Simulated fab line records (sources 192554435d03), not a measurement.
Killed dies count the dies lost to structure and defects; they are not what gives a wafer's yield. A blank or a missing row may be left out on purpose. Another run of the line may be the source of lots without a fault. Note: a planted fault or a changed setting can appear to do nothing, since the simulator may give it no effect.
fab line records | flow n5_finfet
[record] lots = 9 | wafers = 27 | last_day = 18
route steps=1938 shown BEOL_M3@933 BEOL_M4@1111
lots that met no fault: taken from a fault-free run of the same line
start_h: start of the lot's first displayed wafer, in hours after the record's first day | wait_h: how many hours have passed since the lot's step before this one | " same as the row above | L1.1+2: several wafers, shown together as one row | - no value present, or no start provided | * or withheld: withheld | < > ~ a bound
route shown NAME@n: NAME is a module with steps in the file, n the number in the route of the first one | usual: average and standard deviation across the fault-free wafers | same: alike in all rows | chamber/n: place in a boat | sites: per-site readings | _std_site: how widely they spread, as a standard deviation | _edge_site: outer sites' mean less inner sites' | radius_mm: for every site, how far away it sits from the centre of the wafer | mask NAME#n: copy n | behind: the tool/chamber that last shaped the wafer | hold: reason for holding the lot/hours on hold/outcome of the hold | device: transistor that didn't switch, given as n, p or np | end of line: the route-end tests of the same wafers | for a step that has no rows: nothing shown but its recipe | killed: the dies lost at the first sort to structure and to defects; this is not the yield of the wafer | map: a wafer's dies, x killed, . not, _ none there
set.NAME: the run value of the setting; set.NAME@STEP: its run value at that earlier step | model.NAME: the simulator's own value behind a step, which no gauge read
one table for each step of the route and one row for each wafer, over a sample of lots
services: the hour from which a tool's chamber was out of use, counted from the record's first day as start_h (under 0 if before that day), plus the number of hours and why
[[steps]]
[step N5_BEOL_M3_PECVD_72]
[recipe] material = SiO2 | target_thk_a = 160 | temp_c = 400 | precursor = TEOS/O2 | pressure_torr = 5.5 | rf_w = 450 | teos_flow_sccm = 53.8 | gas = O2 | flow_sccm = 3000 | time_s = 18
[usual] heater_power_w = 657/69 | showerhead_plenum_p_Torr = 8.79/0.065 | throttle_valve_pct = 22.5/1
lot.wafer | tool     | chamber | start_h | wait_h | heater_power_w | showerhead_plenum_p_Torr | throttle_valve_pct
L532.1    | pecvd-04 | 2       | 146.22  | 0.0    | 629            | 8.81                     | 21.2
L532.3    | "        | 1       | "       | "      | 698            | 8.85                     | 23.5
L532.5    | "        | 2       | "       | "      | 622            | 8.80                     | 21.4
L535.2    | pecvd-02 | 0       | 169.44  | 0.0    | 747            | 8.82                     | 22.7
L535.4    | "        | 1       | "       | "      | 700            | 8.78                     | 23.3
L535.6    | "        | 0       | "       | "      | 755            | 8.82                     | 22.7
L536.2    | pecvd-02 | 2       | 178.68  | 0.0    | 599            | 8.70                     | 22.1
L536.3    | "        | 0       | "       | "      | 744            | 8.83                     | 22.8
L536.6    | "        | 0       | "       | "      | 762            | 8.81                     | 22.9
L538.1    | pecvd-02 | 2       | 187.50  | 0.0    | 624            | 8.68                     | 22.0
L538.3    | "        | 1       | "       | "      | 665            | 8.78                     | 23.2
L538.6    | "        | 2       | "       | "      | 634            | 8.71                     | 21.9
L540.3    | pecvd-02 | 1       | 200.55  | 0.0    | 686            | 8.77                     | 23.2
L540.4    | "        | 2       | "       | "      | 635            | 8.68                     | 21.9
L540.5    | "        | 0       | "       | "      | 685            | 8.84                     | 22.7
L547.1    | pecvd-03 | 1       | 244.63  | 0.0    | 560            | 8.80                     | 21.2
L547.2    | "        | 0       | "       | "      | 783            | 8.89                     | 24.9
L547.6    | "        | 2       | "       | "      | 635            | 8.74                     | 22.0
L549.1    | pecvd-02 | 0       | 263.80  | 0.0    | 749            | 8.81                     | 22.6
L549.2    | "        | 2       | "       | "      | 608            | 8.68                     | 22.2
L549.6    | "        | 1       | "       | "      | 599            | 8.78                     | 23.3
L550.1    | pecvd-04 | 2       | 266.30  | 0.0    | 557            | 8.78                     | 20.2
L550.4    | "        | 0       | "       | "      | 795            | 8.76                     | 20.9
L550.5    | "        | 2       | "       | "      | 545            | 8.78                     | 20.5
L554.1    | pecvd-02 | 0       | 291.58  | 0.0    | 763            | 8.85                     | 23.0
L554.3    | "        | 2       | "       | "      | 576            | 8.68                     | 22.4
L554.5    | "        | 1       | "       | "      | 722            | 8.78                     | 23.0
[step N5_BEOL_M3_ANNEAL_89]
[recipe] temp_c = 400 | time_s = 240 | ambient = vacuum
[usual] heater_power_w = 838/99
lot.wafer | tool           | chamber | start_h | wait_h | heater_power_w
L532.1    | pvd_sputter-03 | -       | 162.34  | 0.0    | 840
L532.3    | "              | -       | "       | "      | 887
L532.5    | "              | -       | "       | "      | 873
L535.2    | pvd_sputter-02 | -       | 181.00  | 0.0    | 768
L535.4    | "              | -       | "       | "      | 664
L535.6    | "              | -       | "       | "      | 653
L536.2    | pvd_sputter-03 | -       | 188.94  | 0.0    | 921
L536.3    | "              | -       | "       | "      | 878
L536.6    | "              | -       | "       | "      | 932
L538.1    | pvd_sputter-02 | -       | 195.36  | 0.0    | 633
L538.3    | "              | -       | "       | "      | 767
L538.6    | "              | -       | "       | "      | 646
L540.3    | pvd_sputter-02 | -       | 206.10  | 0.0    | 895
L540.4    | "              | -       | "       | "      | 789
L540.5    | "              | -       | "       | "      | 653
L547.1    | pvd_sputter-03 | -       | 250.44  | 0.0    | 910
L547.2    | "              | -       | "       | "      | 840
L547.6    | "              | -       | "       | "      | 875
L549.1    | pvd_sputter-01 | -       | 271.96  | 0.0    | 892
L549.2    | "              | -       | "       | "      | 960
L549.6    | "              | -       | "       | "      | 695
L550.1    | pvd_sputter-02 | -       | 276.76  | 0.0    | 664
L550.4    | "              | -       | "       | "      | 758
L550.5    | "              | -       | "       | "      | 816
L554.1    | pvd_sputter-03 | -       | 305.65  | 0.0    | 878
L554.3    | "              | -       | "       | "      | 842
L554.5    | "              | -       | "       | "      | 840
[step N5_BEOL_M3_ANNEAL_51]
[recipe] temp_c = 225 | time_s = 90 | ambient = N2
[usual] wafer_temp_C_max = 225.70/0.25
lot.wafer | tool          | chamber | start_h | wait_h | wafer_temp_C_max
L532.1    | rtp_anneal-02 | 0       | 163.34  | 0.1    | 226.09
L532.3    | "             | 0       | "       | "      | 225.82
L532.5    | "             | 0       | "       | "      | 225.71
L535.2    | rtp_anneal-01 | 0       | 182.04  | 0.1    | 225.90
L535.4    | "             | 0       | "       | "      | 225.88
L535.6    | "             | 0       | "       | "      | 225.49
L536.2    | rtp_anneal-01 | 0       | 190.73  | 0.8    | 225.55
L536.3    | "             | 0       | "       | "      | 225.38
L536.6    | "             | 0       | "       | "      | 225.35
L538.1    | rtp_anneal-01 | 0       | 197.28  | 1.0    | 225.63
L538.3    | "             | 0       | "       | "      | 225.49
L538.6    | "             | 0       | "       | "      | 225.55
L540.3    | rtp_anneal-01 | 0       | 208.00  | 0.9    | 225.39
L540.4    | "             | 0       | "       | "      | 225.53
L540.5    | "             | 0       | "       | "      | 225.46
L547.1    | rtp_anneal-02 | 0       | 251.44  | 0.1    | 226.08
L547.2    | "             | 0       | "       | "      | 226.06
L547.6    | "             | 0       | "       | "      | 225.78
L549.1    | rtp_anneal-01 | 0       | 272.96  | 0.1    | 225.66
L549.2    | "             | 0       | "       | "      | 225.54
L549.6    | "             | 0       | "       | "      | 225.60
L550.1    | rtp_anneal-02 | 0       | 277.76  | 0.1    | 226.17
L550.4    | "             | 0       | "       | "      | 225.60
L550.5    | "             | 0       | "       | "      | 226.05
L554.1    | rtp_anneal-01 | 0       | 306.65  | 0.1    | 225.74
L554.3    | "             | 0       | "       | "      | 225.54
L554.5    | "             | 0       | "       | "      | 225.97
[step N5_BEOL_M3_CMP_52]
[recipe] stop_on = SiOC | t_overpolish_s = 6.8 | down_force_psi = 1 | platen_rpm = 50 | clearing_platen_down_force_psi = 1.5 | clearing_platen_rpm = 50 | post_cmp_clean = cu_alkaline | target_thk_nm = 40 | clearing_platen_pad_velocity_m_s = 0.99484 | pad_velocity_m_s = 0.99484
[usual] barrier_field_endpoint_s = 24.8/0.74 | motor_current_A = 6.3/0.52 | overpolish_run_s = 6.800/0.0084
lot.wafer | tool   | chamber | start_h | wait_h | barrier_field_endpoint_s | motor_current_A | overpolish_run_s
L532.1    | cmp-03 | 0       | 163.67  | 0.3    | 26.3                     | 5.8             | 6.799
L532.3    | "      | 1       | "       | "      | 25.5                     | 6.5             | 6.816
L532.5    | "      | 0       | "       | "      | 26.3                     | 6.1             | 6.806
L535.2    | cmp-03 | 0       | 182.29  | 0.2    | 24.9                     | 6.3             | 6.802
L535.4    | "      | 2       | "       | "      | 24.6                     | 5.6             | 6.802
L535.6    | "      | 1       | "       | "      | 24.9                     | 6.5             | 6.792
L536.3    | cmp-02 | 1       | 190.98  | 0.2    | 24.3                     | 6.3             | 6.803
L536.2    | "      | 0       | "       | "      | 24.0                     | 6.6             | 6.797
L536.6    | "      | 1       | "       | "      | 24.6                     | 6.1             | 6.794
L538.1    | cmp-03 | 3       | 197.58  | 0.3    | 25.0                     | 7.3             | 6.803
L538.3    | "      | 2       | "       | "      | 25.2                     | 5.9             | 6.803
L538.6    | "      | 0       | "       | "      | 36.5                     | 6.2             | 4.740
L540.3    | cmp-02 | 1       | 208.21  | 0.2    | 23.8                     | 6.0             | 6.807
L540.4    | "      | 0       | "       | "      | 34.6                     | 6.2             | 6.667
L540.5    | "      | 1       | "       | "      | 24.0                     | 5.9             | 6.802
L547.2    | cmp-03 | 3       | 251.77  | 0.2    | 25.9                     | 7.4             | 6.806
L547.1    | "      | 0       | "       | "      | 26.4                     | 6.1             | 6.817
L547.6    | "      | 2       | "       | "      | 25.8                     | 5.7             | 6.815
L549.1    | cmp-02 | 3       | 273.25  | 0.3    | 24.4                     | 5.4             | 6.809
L549.2    | "      | 2       | "       | "      | 25.1                     | 5.9             | 6.790
L549.6    | "      | 0       | "       | "      | 26.6                     | 6.1             | 6.806
L550.1    | cmp-03 | 3       | 278.13  | 0.3    | 24.8                     | 7.4             | 6.802
L550.4    | "      | 0       | "       | "      | 25.8                     | 6.2             | 6.796
L550.5    | "      | 2       | "       | "      | 25.0                     | 5.9             | 6.792
L554.3    | cmp-02 | 0       | 306.96  | 0.2    | 24.6                     | 6.3             | 6.810
L554.1    | "      | 2       | "       | "      | 23.6                     | 5.9             | 6.795
L554.5    | "      | 0       | "       | "      | 24.6                     | 6.1             | 6.794
[step N5_BEOL_M3_THK_MEAS_53]
[recipe] thk_meas_gauge = xrf | reads = Cu_of_BEOL_M3_ECD_50
[usual] M3_THK = 39.3/1.7
lot.wafer | tool          | chamber | start_h | wait_h | M3_THK[nm]
L532.1    | film_metro-01 | -       | 163.93  | -      | 43.5
L532.3    | "             | -       | "       | "      | 41.4
L532.5    | "             | -       | "       | "      | 43.2
L535.2    | film_metro-02 | -       | 182.59  | -      | 40.0
L535.4    | "             | -       | "       | "      | 38.3
L535.6    | "             | -       | "       | "      | 40.0
L536.2    | film_metro-01 | -       | 191.28  | -      | 37.2
L536.3    | "             | -       | "       | "      | 39.1
L536.6    | "             | -       | "       | "      | 37.9
L538.1    | film_metro-02 | -       | 197.87  | -      | 39.4
L538.3    | "             | -       | "       | "      | 37.2
L538.6    | "             | -       | "       | "      | 41.5
L540.3    | film_metro-02 | -       | 208.50  | -      | 36.6
L540.4    | "             | -       | "       | "      | 40.7
L540.5    | "             | -       | "       | "      | 37.4
L547.1    | film_metro-01 | -       | 252.03  | -      | 40.9
L547.2    | "             | -       | "       | "      | 40.9
L547.6    | "             | -       | "       | "      | 39.0
L549.1    | film_metro-01 | -       | 273.55  | -      | 37.5
L549.2    | "             | -       | "       | "      | 39.7
L549.6    | "             | -       | "       | "      | 39.6
L550.1    | film_metro-01 | -       | 278.35  | -      | 39.1
L550.4    | "             | -       | "       | "      | 42.1
L550.5    | "             | -       | "       | "      | 40.6
L554.1    | film_metro-01 | -       | 307.25  | -      | 37.2
L554.3    | "             | -       | "       | "      | 39.5
L554.5    | "             | -       | "       | "      | 41.7
[step N5_BEOL_M4_RC_MEAS_101]
[usual] DIBL_N = 35.9/1.8 | DIBL_P = 36.2/2 | IOFF_N = 0.16/0.031 | IOFF_P = 0.22/0.041 | ION_N = 676/11 | ION_P = 465/8.5 | SS_N = 71.4/0.64 | SS_P = 73.2/0.7 | VT_N = 250/3.5 | VT_P = -250/3.9
lot.wafer | tool      | chamber | start_h | wait_h | DIBL_N[mV/V] | DIBL_P[mV/V] | IOFF_N[nA/um] | IOFF_P[nA/um] | ION_N[uA/um] | ION_P[uA/um] | SS_N[mV/dec] | SS_P[mV/dec] | VT_N[mV] | VT_P[mV]
L532.1    | prober-02 | 0       | 172.36  | 0.0    | 35.3         | 37.7         | 0.15          | 0.21          | 681          | 472          | 70.8         | 73.5         | 250      | -250
L532.3    | "         | 0       | "       | "      | 34.0         | 35.3         | 0.13          | 0.18          | 657          | 456          | 70.9         | 73.1         | 253      | -252
L532.5    | "         | 0       | "       | "      | 35.9         | 37.8         | 0.16          | 0.22          | 688          | 467          | 70.8         | 73.5         | 251      | -249
L535.2    | prober-01 | 0       | 195.17  | 0.2    | 36.8         | 36.1         | 0.18          | 0.25          | 681          | 471          | 72.3         | 73.8         | 249      | -244
L535.4    | "         | 0       | "       | "      | 36.2         | 35.4         | 0.15          | 0.24          | 673          | 474          | 71.4         | 74.1         | 250      | -245
L535.6    | "         | 0       | "       | "      | 34.8         | 34.8         | 0.15          | 0.23          | 678          | 472          | 71.2         | 73.0         | 249      | -247
L538.1    | prober-01 | 0       | 214.18  | 0.0    | 34.1         | 32.5         | 0.12          | 0.19          | 672          | 468          | 71.3         | 72.5         | 253      | -250
L538.3    | "         | 0       | "       | "      | 36.5         | 35.7         | 0.17          | 0.24          | 682          | 464          | 71.4         | 73.8         | 247      | -247
L538.6    | "         | 0       | "       | "      | 36.3         | 35.0         | 0.16          | 0.22          | 675          | 459          | 71.6         | 72.7         | 249      | -247
L536.2    | prober-02 | 0       | 214.88  | 0.2    | 35.2         | 35.6         | 0.13          | 0.18          | 658          | 448          | 72.0         | 73.5         | 252      | -258
L536.3    | "         | 0       | "       | "      | 36.6         | 37.7         | 0.16          | 0.22          | 671          | 462          | 72.2         | 73.9         | 248      | -254
L536.6    | "         | 0       | "       | "      | 34.1         | 34.7         | 0.12          | 0.16          | 672          | 462          | 71.5         | 73.3         | 252      | -255
L540.3    | prober-01 | 0       | 218.98  | 0.3    | 36.3         | 36.6         | 0.16          | 0.25          | 678          | 470          | 70.6         | 73.6         | 247      | -242
L540.4    | "         | 0       | "       | "      | 36.3         | 36.9         | 0.16          | 0.26          | 673          | 465          | 71.3         | 72.8         | 249      | -245
L540.5    | "         | 0       | "       | "      | 36.5         | 36.9         | 0.16          | 0.25          | 688          | 477          | 71.2         | 72.9         | 249      | -246
L547.1    | prober-01 | 0       | 266.56  | 0.0    | 37.0         | 35.9         | 0.19          | 0.23          | 682          | 465          | 72.1         | 72.8         | 244      | -248
L547.2    | "         | 0       | "       | "      | 35.4         | 35.0         | 0.14          | 0.20          | 678          | 468          | 72.1         | 72.6         | 251      | -251
L547.6    | "         | 0       | "       | "      | 36.2         | 35.4         | 0.16          | 0.21          | 671          | 462          | 72.0         | 73.4         | 250      | -251
L549.1    | prober-02 | 0       | 284.66  | 0.0    | 36.1         | 35.7         | 0.13          | 0.20          | 661          | 461          | 70.1         | 73.6         | 252      | -250
L549.2    | "         | 0       | "       | "      | 42.1         | 43.3         | 0.29          | 0.37          | 712          | 481          | 71.9         | 74.9         | 239      | -239
L549.6    | "         | 0       | "       | "      | 37.3         | 37.6         | 0.16          | 0.25          | 677          | 469          | 70.5         | 74.3         | 250      | -246
L550.1    | prober-01 | 0       | 290.67  | 0.0    | 38.3         | 40.2         | 0.22          | 0.28          | 679          | 470          | 72.5         | 74.3         | 247      | -245
L550.4    | "         | 0       | "       | "      | 38.3         | 39.0         | 0.20          | 0.26          | 685          | 476          | 72.2         | 73.0         | 246      | -246
L550.5    | "         | 0       | "       | "      | 37.5         | 37.9         | 0.18          | 0.24          | 678          | 464          | 72.2         | 73.7         | 248      | -247
L554.1    | prober-02 | 0       | 321.11  | 0.0    | 35.7         | 35.5         | 0.13          | 0.15          | 676          | 456          | 70.6         | 73.4         | 250      | -258
L554.3    | "         | 0       | "       | "      | 35.4         | 35.8         | 0.13          | 0.15          | 678          | 464          | 70.6         | 72.5         | 254      | -259
L554.5    | "         | 0       | "       | "      | 35.6         | 36.1         | 0.14          | 0.15          | 675          | 452          | 71.2         | 73.0         | 249      | -256
[[services]]
tool           | chamber | start_h | hours | kind
cmp-02         | -       | 122.65  | 1.1   | repair
pecvd-04       | 1       | 127.87  | 2.1   | scheduled_down
pecvd-02       | 2       | 133.82  | 2.1   | scheduled_down
cmp-02         | -       | 141.44  | 0.3   | repair
pecvd-04       | 0       | 150.36  | 2.1   | scheduled_down
pecvd-03       | -       | 153.80  | 47.8  | repair
pecvd-02       | 1       | 154.51  | 5.5   | scheduled_down
rtp_anneal-02  | -       | 172.88  | 68.0  | pm
pecvd-04       | 1       | 177.27  | 5.5   | scheduled_down
pecvd-04       | -       | 180.72  | 0.2   | repair
pecvd-04       | 2       | 194.24  | 5.5   | scheduled_down
cmp-03         | -       | 198.46  | 2.4   | repair
pecvd-04       | 2       | 205.86  | 5.5   | scheduled_down
cmp-02         | -       | 210.90  | 4.0   | pm
cmp-02         | -       | 214.90  | -     | consumable_replace:conditioner
cmp-02         | -       | 214.90  | -     | consumable_replace:pad
pecvd-04       | 0       | 229.33  | -     | calibration
cmp-02         | -       | 233.10  | 0.6   | repair
pecvd-03       | 2       | 239.01  | 5.5   | scheduled_down
pecvd-02       | 2       | 252.11  | 3.4   | repair
pvd_sputter-03 | -       | 254.06  | 7.5   | repair
pecvd-02       | -       | 257.22  | 1.5   | repair
cmp-03         | -       | 266.47  | 0.5   | repair
cmp-03         | -       | 305.50  | 4.0   | pm
[[key]]
[first_sign] step = N5_BEOL_M3_CMP_52 | reading = overpolish_run_s | direction = down | sigmas = 99+ | usual = 6.800 | struck = 5.704
[effect] step = N5_BEOL_M3_CMP_52 | reading = barrier_field_endpoint_s | direction = up | sigmas = 14 | usual = 24.8 | struck = 35.5
met_at N5_BEOL_M3_PECVD_72
struck_lots L538,L540
struck_wafers L538.6,L540.4
not_acting_at N5_BEOL_M3_ANNEAL_89,N5_BEOL_M3_ANNEAL_51,N5_BEOL_M3_THK_MEAS_53
onset_between 178.68 187.50
[fault] kind = process_parameter_drift | tool = pecvd-02 | chamber = - | onset_h = 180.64 | steps = N5_BEOL_M3_PECVD_72 | channel = time_s | offset = * | shape = step | end_h = 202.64 | scope = struck_wafers_only | acts_in = * | stated = *
